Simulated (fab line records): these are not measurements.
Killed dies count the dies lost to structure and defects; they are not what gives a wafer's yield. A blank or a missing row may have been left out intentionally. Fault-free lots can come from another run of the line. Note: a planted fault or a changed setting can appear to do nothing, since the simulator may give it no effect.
fab line records	flow nand-harc
record lots=13	wafers=39	last-day=24
route steps=1159 shown A_CONTACT@908 THIN_TSV@1125 END@1159
lots with no fault: from the same line, run without faults
start-h: the number of hours between the record's first day and the start of the first shown wafer of the lot	wait-h: hours since the lot's step before	" repeats the value in the row above	L1.1+2: a row that stands for several wafers	- value missing, or start not given	* or withheld: withheld	< > ~ a bound
route shown NAME@n: a module of which the file shows steps, and the number in the route of the first	usual: mean and standard deviation over wafers with no fault	same: alike in all rows	chamber/n: place in a boat	sites: each site's reading	_std_site: standard deviation of those values	_edge_site: mean of outer sites minus mean of inner sites	radius-mm: how far each site lies from the wafer's centre	mask NAME#n: copy n	behind: the tool/chamber that last shaped the wafer	hold: why the lot was held/for how many hours/how that ended	device: names the non-switching transistor (n, p or np)	end of line: the same wafers' tests at the end of the route	a step with no rows: only its recipe	killed: dies lost to structure and defects at the first sort, not the wafer's yield	map: a wafer's dies, x killed, . not, _ none there
set.NAME: the setting that was run; set.NAME@STEP: the one run at that earlier step	model.NAME: the simulator's own value behind a step, which no gauge read
the route's steps for a sample of lots (tables are steps, rows are wafers)
services: from which hour (start-h, from the record's first day; less than 0 if before it) a tool's chamber was out of use, for how many hours, and why
## steps
# step NHARC_A_CONTACT_ETCH_128
# recipe source-w=withheld	pressure-mtorr=20	bias-v=1200	time-s=155	target-depth-a=9560	ar-flow-sccm=withheld	c4f8-flow-sccm=withheld	o2-flow-sccm=withheld	chemistry=C4F8/O2/Ar
lot.wafer	tool	chamber	start-h	wait-h	rf-hours-counter-h
L125.2	har-cap-etch-01	0	380.80	0.1	58
L125.3	"	1	"	"	-
L125.5	"	1	"	"	-
L127.1	har-cap-etch-03	0	388.89	0.1	86
L127.3	"	0	"	"	-
L127.6	"	0	"	"	-
L129.1	har-cap-etch-01	1	393.94	0.1	61
L129.3	"	0	"	"	-
L129.5	"	1	"	"	-
L135.3	har-cap-etch-03	1	422.66	0.1	-
L135.4	"	0	"	"	-
L135.6	"	1	"	"	-
L131.4	har-cap-etch-02	0	428.72	0.1	-
L131.5	"	0	"	"	-
L131.6	"	1	"	"	-
L133.1	har-cap-etch-02	0	433.34	0.2	21
L133.4	"	0	"	"	-
L133.5	"	1	"	"	-
L134.2	har-cap-etch-01	1	434.99	0.1	67
L134.1	"	0	"	"	67
L134.6	"	1	"	"	-
L132.3	har-cap-etch-03	1	439.11	0.1	-
L132.4	"	0	"	"	-
L132.6	"	0	"	"	-
L137.2	har-cap-etch-01	1	447.27	0.1	71
L137.3	"	0	"	"	-
L137.5	"	1	"	"	-
L139.2	har-cap-etch-01	0	459.95	0.1	73
L139.4	"	1	"	"	-
L139.5	"	1	"	"	-
L140.1	har-cap-etch-01	1	473.61	0.1	75
L140.4	"	1	"	"	-
L140.3	"	0	"	"	-
L145.4	har-cap-etch-01	0	487.79	0.1	-
L145.6	"	1	"	"	-
L145.5	"	0	"	"	-
L148.1	har-cap-etch-01	0	517.63	0.1	81
L148.3	"	0	"	"	-
L148.6	"	0	"	"	-
# step NHARC_THIN_TSV_ETCHBACK_48
# recipe target-depth-a=10285	over-etch-frac=0.3	time-s=405.17	ion-energy-ev=250	c4f8-flow-sccm=withheld	ar-flow-sccm=withheld	rf-w=600	bias-w=300	chemistry=C4F8/Ar
# usual oes-product-au=0.94/0.031	rf-fwd-power-W=599.1/1.7	rf-vpp-V=547/3
lot.wafer	tool	chamber	start-h	wait-h	oes-product-au	rf-fwd-power-W	rf-hours-counter-h	rf-vpp-V
L125.3	rie-diel-10	1	431.61	-	0.94	598.6	8	551
L125.2	"	3	"	"	0.93	600.2	9	546
L125.5	"	1	"	"	0.94	596.8	-	553
L127.1	rie-diel-08	2	433.84	-	0.91	597.9	8	541
L127.3	"	0	"	"	0.92	600.7	6	552
L127.6	"	2	"	"	0.91	599.8	-	542
L129.1	rie-diel-10	3	441.31	-	0.93	598.3	9	546
L129.3	"	0	"	"	0.92	600.0	8	547
L129.5	"	0	"	"	0.91	601.1	-	547
L135.3	rie-diel-10	2	469.83	-	0.97	597.0	13	545
L135.6	"	2	"	"	0.97	599.3	-	544
L135.4	"	1	"	"	0.98	602.3	-	551
L131.4	rie-diel-10	0	475.94	-	0.91	599.3	11	546
L131.5	"	1	"	"	0.93	597.0	-	552
L131.6	"	2	"	"	0.92	598.5	-	545
L133.1	rie-diel-06	2	477.24	-	0.91	596.7	4	546
L133.4	"	0	"	"	0.93	599.9	4	552
L133.5	"	3	"	"	0.92	601.0	-	546
L134.2	rie-diel-08	1	478.11	-	0.94	598.2	11	545
L134.1	"	2	"	"	0.91	601.4	10	542
L134.6	"	0	"	"	0.99	601.2	-	550
L132.3	rie-diel-10	1	483.79	-	0.93	597.8	13	552
L132.4	"	3	"	"	0.92	597.1	15	544
L132.6	"	2	"	"	0.92	599.3	-	545
L137.3	rie-diel-10	1	494.05	-	0.93	597.2	15	552
L137.2	"	2	"	"	0.91	600.2	16	543
L137.5	"	3	"	"	0.92	599.3	-	544
L139.4	rie-diel-10	0	501.33	-	0.90	599.3	13	546
L139.2	"	3	"	"	0.92	599.8	16	546
L139.5	"	1	"	"	0.92	597.9	-	551
L140.4	rie-diel-06	1	527.48	-	0.95	599.2	7	551
L140.3	"	2	"	"	0.91	598.1	8	546
L140.1	"	3	"	"	0.91	598.5	8	547
L145.4	rie-diel-10	1	539.96	-	1.00	597.2	0	551
L145.6	"	2	"	"	0.99	600.8	-	545
L145.5	"	3	"	"	0.99	599.8	-	545
L148.3	rie-diel-08	0	566.95	-	0.94	600.8	6	551
L148.1	"	1	"	"	0.93	598.2	7	543
L148.6	"	0	"	"	0.93	602.1	-	553
# step NHARC_THIN_TSV_ANNEAL_52
# recipe temp-c=225	time-s=90
# usual anneal-temp-c-max=225.88/0.24	wafer_temp_C_max=226.1/0.35
lot.wafer	tool	chamber	start-h	wait-h	anneal-temp-c-max	wafer_temp_C_max
L125.2	rtp-anneal-02	0	433.70	0.9	226.07	225.7
L125.3	"	0	"	"	225.86	225.7
L125.5	"	0	"	"	225.41	226.0
L127.1	rtp-anneal-01	0	435.59	0.6	226.00	226.2
L127.3	"	0	"	"	225.84	226.3
L127.6	"	0	"	"	225.88	226.0
L129.1	rtp-anneal-01	0	443.01	0.5	226.25	226.4
L129.3	"	0	"	"	226.29	226.5
L129.5	"	0	"	"	225.97	226.3
L135.3	rtp-anneal-02	0	471.76	0.6	226.01	225.9
L135.4	"	0	"	"	225.82	225.9
L135.6	"	0	"	"	225.72	225.9
L131.4	rtp-anneal-01	0	477.93	0.6	226.14	226.3
L131.5	"	0	"	"	225.69	226.9
L131.6	"	0	"	"	226.00	226.2
L133.1	rtp-anneal-02	0	478.96	0.5	225.82	225.6
L133.4	"	0	"	"	225.83	225.8
L133.5	"	0	"	"	225.67	225.6
L134.1	rtp-anneal-01	0	479.80	0.6	225.68	226.3
L134.2	"	0	"	"	225.87	226.2
L134.6	"	0	"	"	226.13	226.5
L132.3	rtp-anneal-01	0	485.65	0.6	226.19	226.3
L132.4	"	0	"	"	226.59	226.6
L132.6	"	0	"	"	226.00	226.3
L137.2	rtp-anneal-02	0	495.73	0.7	226.11	226.0
L137.3	"	0	"	"	226.49	225.8
L137.5	"	0	"	"	225.79	225.8
L139.2	rtp-anneal-02	0	503.14	0.6	225.87	225.8
L139.4	"	0	"	"	225.77	225.9
L139.5	"	0	"	"	225.89	225.6
L140.1	rtp-anneal-01	0	529.48	0.6	225.61	226.0
L140.3	"	0	"	"	225.90	226.2
L140.4	"	0	"	"	225.80	226.2
L145.4	rtp-anneal-01	0	541.92	0.6	226.20	226.5
L145.5	"	0	"	"	225.83	226.1
L145.6	"	0	"	"	225.73	226.4
L148.1	rtp-anneal-01	0	568.77	0.7	226.28	226.6
L148.3	"	0	"	"	226.07	226.5
L148.6	"	0	"	"	226.15	226.5
# step NHARC_THIN_TSV_CMP_21
# recipe t-overpolish-s=30	target-thk-nm=2000
# usual motor-current-A=11.9/1.2	overpolish-run-s=29.999/0.0089
lot.wafer	tool	chamber	start-h	wait-h	motor-current-A	overpolish-run-s
L125.3	cmp-02	1	433.99	-	13.0	30.010
L125.2	"	0	"	"	13.2	29.990
L125.5	"	2	"	"	10.8	29.993
L127.3	cmp-02	0	435.99	-	11.9	30.014
L127.1	"	1	"	"	13.2	29.995
L127.6	"	2	"	"	11.0	30.006
L129.3	cmp-02	2	443.70	-	10.6	29.998
L129.1	"	0	"	"	12.5	30.000
L129.5	"	2	"	"	10.8	29.997
L135.3	cmp-01	3	472.03	-	12.3	29.987
L135.4	"	0	"	"	11.6	29.984
L135.6	"	3	"	"	11.7	30.008
L131.4	cmp-01	3	478.18	-	12.2	30.006
L131.5	"	1	"	"	15.3	30.012
L131.6	"	2	"	"	13.1	30.003
L133.4	cmp-02	2	479.30	-	11.1	29.981
L133.1	"	1	"	"	13.2	30.005
L133.5	"	3	"	"	12.6	30.001
L134.1	cmp-03	2	480.20	-	9.9	30.003
L134.2	"	3	"	"	11.1	30.008
L134.6	"	1	"	"	10.3	29.997
L132.3	cmp-01	1	485.98	-	15.5	30.003
L132.4	"	2	"	"	12.8	30.009
L132.6	"	0	"	"	11.6	29.983
L137.2	cmp-02	0	496.02	-	13.0	30.018
L137.3	"	2	"	"	10.6	29.991
L137.5	"	1	"	"	13.5	30.002
L139.4	cmp-03	1	503.43	-	10.5	29.998
L139.2	"	0	"	"	12.0	30.003
L139.5	"	2	"	"	10.9	30.001
L140.1	cmp-02	0	529.88	-	13.1	29.987
L140.3	"	1	"	"	13.5	30.019
L140.4	"	2	"	"	10.2	30.005
L145.4	cmp-03	2	542.20	-	10.0	29.992
L145.6	"	3	"	"	11.0	30.001
L145.5	"	0	"	"	12.2	29.999
L148.1	cmp-02	0	569.11	-	12.1	30.005
L148.3	"	3	"	"	13.4	30.009
L148.6	"	0	"	"	12.2	29.997
# step NHARC_END_SORT_01
# recipe temp-c=25
# usual killed-at-array=26/9.7	killed-at-other=1.0/1.2	killed-at-periphery=3.9/2.6	killed-dies=31/9.7	killed-open=3.2/1.8	killed-short=2.0/1.3
# same gross-dies=677
lot.wafer	tool	chamber	start-h	wait-h	killed-at-array	killed-at-other	killed-at-periphery	killed-dies	killed-open	killed-short
L125.2	prober-01	0	445.89	2.8	23	3	2	28	3	2
L125.3	prober-01	0	446.69	3.1	29	2	2	33	5	3
L125.5	prober-01	0	448.30	3.7	23	2	2	27	6	0
L127.1	prober-02	0	452.79	2.5	21	1	4	26	2	2
L127.3	prober-02	0	454.40	3.1	26	2	2	30	4	1
L127.6	prober-02	0	456.81	4.0	26	1	3	30	2	3
L129.1	prober-02	0	460.62	2.5	23	0	6	29	3	1
L129.3	prober-02	0	462.23	3.1	14	0	7	21	4	2
L129.5	prober-02	0	463.85	3.7	28	0	1	29	6	1
L135.3	prober-02	0	485.90	3.1	31	0	2	33	5	2
L135.4	prober-02	0	486.71	3.4	30	0	3	33	3	2
L135.6	prober-02	0	488.34	4.1	28	1	8	37	4	2
L131.4	prober-01	0	490.92	3.4	19	1	4	24	7	4
L131.5	prober-01	0	491.71	3.7	14	0	2	16	0	3
L131.6	prober-01	0	492.51	4.0	11	0	4	15	3	2
L133.1	prober-02	0	492.07	2.4	27	0	4	31	3	0
L133.4	prober-02	0	494.46	3.4	40	1	5	46	6	2
L133.5	prober-02	0	495.26	3.7	27	2	2	31	3	2
L134.1	prober-01	0	496.32	2.5	21	2	4	27	7	2
L134.2	prober-01	0	497.11	2.8	33	1	0	34	4	2
L134.6	prober-01	0	500.30	4.0	22	2	2	26	1	0
L132.3	prober-02	0	501.45	3.1	13	0	1	14	1	1
L132.4	prober-02	0	502.25	3.4	12	0	3	15	2	2
L132.6	prober-02	0	503.84	4.0	13	0	1	14	4	3
L137.2	prober-01	0	504.92	2.8	19	3	6	28	2	2
L137.3	prober-01	0	505.72	3.1	14	1	8	23	4	3
L137.5	prober-01	0	507.33	3.7	29	2	5	36	4	5
L139.2	prober-02	0	516.14	2.8	31	1	0	32	4	3
L139.4	prober-02	0	517.72	3.4	32	0	2	34	2	5
L139.5	prober-02	0	518.51	3.7	28	1	2	31	4	4
L140.1	prober-01	0	549.91	2.5	38	0	3	41	1	4
L140.3	prober-01	0	551.50	3.1	34	0	2	36	0	2
L140.4	prober-01	0	552.29	3.4	43	0	0	43	3	2
L145.4	prober-02	0	560.28	3.4	115	0	4	119	3	1
L145.5	prober-02	0	561.09	3.7	102	4	8	114	2	2
L145.6	prober-02	0	561.90	4.0	92	0	0	92	3	2
L148.1	prober-02	0	579.55	2.5	116	0	3	119	3	2
L148.3	prober-02	0	581.13	3.1	120	0	3	123	4	2
L148.6	prober-02	0	583.49	3.9	116	0	4	120	8	2
# killed by level:class
L125.2 A_CHANNEL_HOLE_D1:chamber-film-flake=11 A_STAIRCASE:chamber-film-flake=3 A_ONON_D1:geometric-particle:short=2 A_WL_FILL:chamber-film-flake=2 THIN_TSV:chamber-film-flake=2 A_SOURCE_PLATE:geometric-particle:open=1 A_M0:geometric-particle:open=1 P_M0:unspecified:open=1
L125.3 A_CHANNEL_HOLE_D1:chamber-film-flake=14 A_STAIRCASE:chamber-film-flake=3 A_WL_FILL:chamber-film-flake=2 A_CONTACT:chamber-film-flake=2 THIN_TSV:chamber-film-flake=2 P_STI:geometric-particle:open=1 A_ONON_D1:geometric-particle:short=1 A_ONON_D1:geometric-particle:open=1
L125.5 A_CHANNEL_HOLE_D1:chamber-film-flake=12 A_CONTACT:geometric-particle:open=3 A_WL_FILL:chamber-film-flake=3 A_CHANNEL_FILL_D1:geometric-particle:open=2 THIN_TSV:chamber-film-flake=2 A_M0:geometric-particle:open=1 P_GATE:chamber-film-flake=1 P_BONDPAD:chamber-film-flake=1
L127.1 A_CHANNEL_HOLE_D1:chamber-film-flake=13 A_CONTACT:chamber-film-flake=3 A_STAIRCASE:chamber-film-flake=2 P_GATE:geometric-particle:open=1 P_M0:geometric-particle:open=1 A_CHANNEL_FILL_D1:geometric-particle:short=1 P_STI:chamber-film-flake=1 P_CONTACT:chamber-film-flake=1
L127.3 A_CHANNEL_HOLE_D1:chamber-film-flake=14 A_CONTACT:chamber-film-flake=5 THIN_TSV:chamber-film-flake=2 P_BONDPAD:geometric-particle:open=1 A_ONON_D1:geometric-particle:open=1 A_CHANNEL_HOLE_D1:geometric-particle:open=1 A_CHANNEL_HOLE_D1:geometric-particle:short=1 A_CONTACT:geometric-particle:open=1
L127.6 A_CHANNEL_HOLE_D1:chamber-film-flake=13 A_STAIRCASE:chamber-film-flake=4 A_CONTACT:chamber-film-flake=2 P_CONTACT:geometric-particle:open=1 A_SOURCE_PLATE:geometric-particle:short=1 A_CHANNEL_FILL_D1:geometric-particle:short=1 A_WL_FILL:geometric-particle:short=1 A_CONTACT:geometric-particle:open=1
L129.1 A_CHANNEL_HOLE_D1:chamber-film-flake=10 A_SLIT:chamber-film-flake=5 P_ZERO_WELL:chamber-film-flake=3 A_CHANNEL_FILL_D1:chamber-film-flake=3 P_GATE:geometric-particle:open=1 P_CONTACT:geometric-particle:open=1 A_WL_FILL:geometric-particle:short=1 A_CONTACT:geometric-particle:open=1
L129.3 A_CHANNEL_HOLE_D1:chamber-film-flake=4 A_SLIT:chamber-film-flake=3 A_CONTACT:geometric-particle:open=2 P_ZERO_WELL:chamber-film-flake=2 P_GATE:chamber-film-flake=2 P_M0:geometric-particle:open=1 A_SGD_CUT:geometric-particle:open=1 A_WL_FILL:geometric-particle:short=1
L129.5 A_CHANNEL_HOLE_D1:chamber-film-flake=10 A_SLIT:chamber-film-flake=4 A_CHANNEL_FILL_D1:chamber-film-flake=3 A_ONON_D1:geometric-particle:open=2 A_STAIRCASE:chamber-film-flake=2 A_M1:chamber-film-flake=2 P_CONTACT:geometric-particle:open=1 A_ONON_D1:geometric-particle:short=1
L135.3 A_CHANNEL_HOLE_D1:chamber-film-flake=16 A_CONTACT:chamber-film-flake=4 A_CHANNEL_FILL_D1:geometric-particle:open=2 P_M1:chamber-film-flake=2 A_STAIRCASE:chamber-film-flake=2 A_SOURCE_PLATE:geometric-particle:open=1 A_SOURCE_PLATE:geometric-particle:short=1 A_CONTACT:geometric-particle:short=1
L135.4 A_CHANNEL_HOLE_D1:chamber-film-flake=14 A_CONTACT:chamber-film-flake=8 P_M1:chamber-film-flake=3 A_CONTACT:geometric-particle:open=2 A_STAIRCASE:chamber-film-flake=2 A_CHANNEL_FILL_D1:geometric-particle:short=1 A_SGD_CUT:geometric-particle:open=1 A_WL_FILL:geometric-particle:short=1
L135.6 A_CHANNEL_HOLE_D1:chamber-film-flake=16 P_M1:chamber-film-flake=6 A_CONTACT:chamber-film-flake=4 A_M0:geometric-particle:open=2 A_WL_FILL:chamber-film-flake=2 P_GATE:geometric-particle:open=1 A_ONON_D1:geometric-particle:short=1 A_CHANNEL_HOLE_D1:geometric-particle:short=1
L131.4 A_CONTACT:chamber-film-flake=4 A_WL_FILL:geometric-particle:open=3 P_M1:chamber-film-flake=3 A_CHANNEL_HOLE_D1:chamber-film-flake=3 A_CHANNEL_HOLE_D1:geometric-particle:short=2 A_ZERO_WELL:chamber-film-flake=2 P_M1:geometric-particle:open=1 A_CHANNEL_HOLE_D1:geometric-particle:open=1
L131.5 A_CONTACT:chamber-film-flake=6 A_CHANNEL_HOLE_D1:chamber-film-flake=4 P_M1:chamber-film-flake=2 A_SOURCE_PLATE:geometric-particle:short=1 A_CHANNEL_FILL_D1:geometric-particle:short=1 A_WL_FILL:geometric-particle:short=1 A_STAIRCASE:chamber-film-flake=1
L133.1 A_CHANNEL_HOLE_D1:chamber-film-flake=14 A_SLIT:chamber-film-flake=6 P_ZERO_WELL:chamber-film-flake=3 A_STAIRCASE:chamber-film-flake=2 A_CHANNEL_FILL_D1:geometric-particle:open=1 A_SLIT:geometric-particle:open=1 A_CONTACT:geometric-particle:open=1 P_GATE:chamber-film-flake=1
L131.6 A_CONTACT:chamber-film-flake=3 P_STI:chamber-film-flake=2 P_M1:chamber-film-flake=2 A_CHANNEL_HOLE_D1:geometric-particle:short=1 A_CHANNEL_FILL_D1:geometric-particle:open=1 A_WL_FILL:geometric-particle:short=1 A_CONTACT:geometric-particle:open=1 A_BLC:geometric-particle:open=1
L133.4 A_CHANNEL_HOLE_D1:chamber-film-flake=15 A_SLIT:chamber-film-flake=11 P_ZERO_WELL:chamber-film-flake=4 A_STAIRCASE:chamber-film-flake=3 A_SGD_CUT:chamber-film-flake=2 A_CONTACT:chamber-film-flake=2 P_CONTACT:geometric-particle:open=1 A_SOURCE_PLATE:geometric-particle:open=1
L133.5 A_CHANNEL_HOLE_D1:chamber-film-flake=9 A_SLIT:chamber-film-flake=9 A_STAIRCASE:chamber-film-flake=3 A_CONTACT:chamber-film-flake=3 P_M1:geometric-particle:open=1 A_SOURCE_PLATE:geometric-particle:short=1 A_ONON_D1:geometric-particle:open=1 A_CONTACT:geometric-particle:open=1
L134.1 A_SLIT:chamber-film-flake=6 A_CONTACT:chamber-film-flake=5 P_CONTACT:geometric-particle:open=2 A_CHANNEL_HOLE_D1:chamber-film-flake=2 A_STAIRCASE:chamber-film-flake=2 THIN_TSV:chamber-film-flake=2 P_GATE:geometric-particle:open=1 A_SOURCE_PLATE:geometric-particle:open=1
L134.2 A_SLIT:chamber-film-flake=18 A_CHANNEL_HOLE_D1:chamber-film-flake=3 A_CONTACT:chamber-film-flake=3 A_STAIRCASE:chamber-film-flake=2 A_ONON_D1:geometric-particle:open=1 A_CHANNEL_FILL_D1:geometric-particle:open=1 A_CHANNEL_FILL_D1:geometric-particle:short=1 A_WL_FILL:geometric-particle:open=1
L134.6 A_SLIT:chamber-film-flake=10 A_STAIRCASE:chamber-film-flake=4 A_WL_FILL:chamber-film-flake=4 A_CHANNEL_HOLE_D1:chamber-film-flake=2 THIN_TSV:chamber-film-flake=2 A_SOURCE_PLATE:geometric-particle:open=1 P_ZERO_WELL:chamber-film-flake=1 P_GATE:chamber-film-flake=1
L132.3 A_CONTACT:chamber-film-flake=7 A_CHANNEL_HOLE_D1:chamber-film-flake=2 A_CHANNEL_FILL_D1:geometric-particle:short=1 A_BLC:geometric-particle:open=1 P_ZERO_WELL:chamber-film-flake=1 A_CHANNEL_FILL_D1:chamber-film-flake=1 A_STAIRCASE:chamber-film-flake=1
L132.4 A_CHANNEL_FILL_D1:chamber-film-flake=2 A_STAIRCASE:chamber-film-flake=2 A_CONTACT:chamber-film-flake=2 P_M0:geometric-particle:short=1 A_SOURCE_PLATE:geometric-particle:open=1 A_CONTACT:geometric-particle:open=1 A_CONTACT:geometric-particle:short=1 P_ZERO_WELL:chamber-film-flake=1
L132.6 A_CHANNEL_HOLE_D1:chamber-film-flake=4 A_CONTACT:geometric-particle:open=2 A_CONTACT:chamber-film-flake=2 P_M1:geometric-particle:open=1 A_ONON_D1:geometric-particle:short=1 A_CHANNEL_HOLE_D1:geometric-particle:short=1 A_BLC:geometric-particle:open=1 A_M0:geometric-particle:short=1
L137.2 A_SLIT:chamber-film-flake=12 P_CONTACT:chamber-film-flake=4 A_STAIRCASE:chamber-film-flake=4 THIN_TSV:chamber-film-flake=3 A_CHANNEL_FILL_D1:geometric-particle:short=2 P_BONDPAD:geometric-particle:open=1 A_CONTACT:geometric-particle:open=1 P_ZERO_WELL:chamber-film-flake=1
L137.3 A_SLIT:chamber-film-flake=5 P_CONTACT:chamber-film-flake=4 A_WL_FILL:geometric-particle:open=2 P_ZERO_WELL:chamber-film-flake=2 A_CHANNEL_HOLE_D1:chamber-film-flake=2 A_CONTACT:chamber-film-flake=2 P_CONTACT:geometric-particle:open=1 P_M0:geometric-particle:short=1
L137.5 A_SLIT:chamber-film-flake=9 A_CHANNEL_HOLE_D1:chamber-film-flake=5 P_CONTACT:chamber-film-flake=4 A_WL_FILL:chamber-film-flake=3 A_CHANNEL_FILL_D1:geometric-particle:short=2 A_WL_FILL:geometric-particle:open=2 A_STAIRCASE:chamber-film-flake=2 A_ONON_D1:geometric-particle:open=1
L139.2 A_CHANNEL_HOLE_D1:chamber-film-flake=16 A_STAIRCASE:chamber-film-flake=5 A_CONTACT:chamber-film-flake=3 A_ONON_D1:geometric-particle:short=1 A_CHANNEL_HOLE_D1:geometric-particle:open=1 A_CHANNEL_FILL_D1:geometric-particle:short=1 A_SGD_CUT:geometric-particle:open=1 A_WL_FILL:geometric-particle:short=1
L139.4 A_CHANNEL_HOLE_D1:chamber-film-flake=20 A_CONTACT:chamber-film-flake=4 A_ONON_D1:geometric-particle:short=2 A_STAIRCASE:chamber-film-flake=2 P_CONTACT:geometric-particle:short=1 A_CHANNEL_FILL_D1:geometric-particle:short=1 A_CHANNEL_FILL_D1:geometric-particle:open=1 A_WL_FILL:geometric-particle:short=1
L139.5 A_CHANNEL_HOLE_D1:chamber-film-flake=10 A_CONTACT:chamber-film-flake=7 A_STAIRCASE:chamber-film-flake=4 A_WL_FILL:geometric-particle:short=2 A_CONTACT:geometric-particle:open=2 A_M1:geometric-particle:short=2 P_CONTACT:geometric-particle:open=1 A_WL_FILL:geometric-particle:open=1
L140.1 A_CHANNEL_HOLE_D1:chamber-film-flake=18 A_SLIT:chamber-film-flake=12 P_ZERO_WELL:chamber-film-flake=2 A_CONTACT:chamber-film-flake=2 A_SOURCE_PLATE:geometric-particle:short=1 A_ONON_D1:geometric-particle:short=1 A_CHANNEL_HOLE_D1:geometric-particle:short=1 A_CHANNEL_FILL_D1:geometric-particle:short=1
L140.3 A_CHANNEL_HOLE_D1:chamber-film-flake=12 A_SLIT:chamber-film-flake=12 A_STAIRCASE:chamber-film-flake=3 A_BLC:chamber-film-flake=3 P_GATE:chamber-film-flake=2 A_CONTACT:chamber-film-flake=2 A_CHANNEL_FILL_D1:geometric-particle:short=1 A_CONTACT:geometric-particle:short=1
L140.4 A_CHANNEL_HOLE_D1:chamber-film-flake=17 A_SLIT:chamber-film-flake=17 A_CONTACT:chamber-film-flake=4 A_CONTACT:geometric-particle:open=2 A_ONON_D1:geometric-particle:open=1 A_ONON_D1:geometric-particle:short=1 A_WL_FILL:geometric-particle:short=1
L145.4 A_CONTACT:unspecified=88 A_CHANNEL_HOLE_D1:chamber-film-flake=22 P_ZERO_WELL:chamber-film-flake=3 A_STAIRCASE:chamber-film-flake=2 P_STI:geometric-particle:open=1 A_CHANNEL_FILL_D1:geometric-particle:short=1 A_STAIRCASE:geometric-particle:open=1 A_CONTACT:geometric-particle:open=1
L145.5 A_CONTACT:unspecified=84 A_CHANNEL_HOLE_D1:chamber-film-flake=12 P_ZERO_WELL:chamber-film-flake=7 THIN_TSV:chamber-film-flake=4 P_M0:geometric-particle:short=1 A_SGD_CUT:geometric-particle:open=1 A_CONTACT:geometric-particle:open=1 A_M0:geometric-particle:short=1
L145.6 A_CONTACT:unspecified=62 A_CHANNEL_HOLE_D1:chamber-film-flake=18 A_STAIRCASE:chamber-film-flake=4 A_ONON_D1:geometric-particle:open=2 A_SLIT:chamber-film-flake=2 A_CHANNEL_FILL_D1:geometric-particle:short=1 A_CHANNEL_FILL_D1:geometric-particle:open=1 A_WL_FILL:geometric-particle:short=1
L148.1 A_CONTACT:unspecified=93 A_SLIT:chamber-film-flake=14 A_WL_FILL:chamber-film-flake=3 P_CONTACT:geometric-particle:short=1 P_M1:geometric-particle:open=1 A_ONON_D1:geometric-particle:short=1 A_CHANNEL_FILL_D1:geometric-particle:open=1 A_BLC:geometric-particle:open=1
L148.3 A_CONTACT:unspecified=92 A_SLIT:chamber-film-flake=19 A_CHANNEL_HOLE_D1:chamber-film-flake=4 P_STI:geometric-particle:short=1 P_GATE:geometric-particle:open=1 P_M0:geometric-particle:open=1 A_SOURCE_PLATE:geometric-particle:short=1 A_CHANNEL_FILL_D1:geometric-particle:open=1
L148.6 A_CONTACT:unspecified=78 A_SLIT:chamber-film-flake=21 A_CHANNEL_HOLE_D1:chamber-film-flake=7 A_WL_FILL:chamber-film-flake=3 P_M0:geometric-particle:open=2 A_SGD_CUT:geometric-particle:open=2 A_M0:geometric-particle:open=2 P_M2:geometric-particle:short=1
## services
tool	chamber	start-h	hours	kind
rie-diel-08	0	368.33	14.2	repair
cmp-01	-	375.60	4.0	pm
rie-diel-06	-	379.04	0.3	repair
cmp-01	-	380.03	0.7	repair
cmp-03	-	382.90	4.0	pm
cmp-03	-	388.46	1.7	repair
cmp-02	-	390.57	0.7	repair
rie-diel-08	0	392.51	9.5	repair
cmp-02	-	404.12	11.9	repair
cmp-02	-	422.50	4.0	pm
cmp-02	-	451.81	0.3	repair
rie-diel-10	0	461.03	11.3	repair
cmp-01	-	473.60	4.0	pm
rie-diel-08	-	478.93	9.0	pm
cmp-03	-	480.90	4.0	pm
cmp-02	-	484.73	4.4	repair
cmp-01	-	484.86	1.0	repair
cmp-01	-	489.29	1.0	repair
rie-diel-08	2	502.85	2.9	repair
rie-diel-08	2	514.90	14.8	repair
cmp-02	-	520.50	4.0	pm
rie-diel-10	-	530.50	9.0	pm
rie-diel-08	3	540.07	6.1	repair
har-cap-etch-03	-	545.81	17.0	pm
## key
first-sign step=NHARC_END_SORT_01	reading=killed-at-array	direction=up	sigmas=8.7	usual=26	struck=110
effect step=NHARC_END_SORT_01	reading=killed-dies	direction=up	sigmas=8.6	usual=31	struck=114
more-kills-born-at NHARC_A_CONTACT_ETCH_128@har-cap-etch-01=489
met-at NHARC_A_CONTACT_ETCH_128
struck-lots L145,L148
tester-left-out L145,L148
not-acting-at NHARC_THIN_TSV_ETCHBACK_48,NHARC_THIN_TSV_ANNEAL_52,NHARC_THIN_TSV_CMP_21
onset-between 473.61 487.79
also-fits time
fault kind=chamber-particle-source	tool=har-cap-etch-01	chamber=-	onset-h=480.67	steps=NHARC_A_CONTACT_ETCH_128	rate-per-visit-cm2=0.92749	end-h=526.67
# tester-left-out: of these lots the tester's yield and bins aren't shown, on N5 and GAA mostly nor the transistor test; their killed dies are dies lost to structure and defects alone, not to doping, threshold or leakage, so they don't give the yield
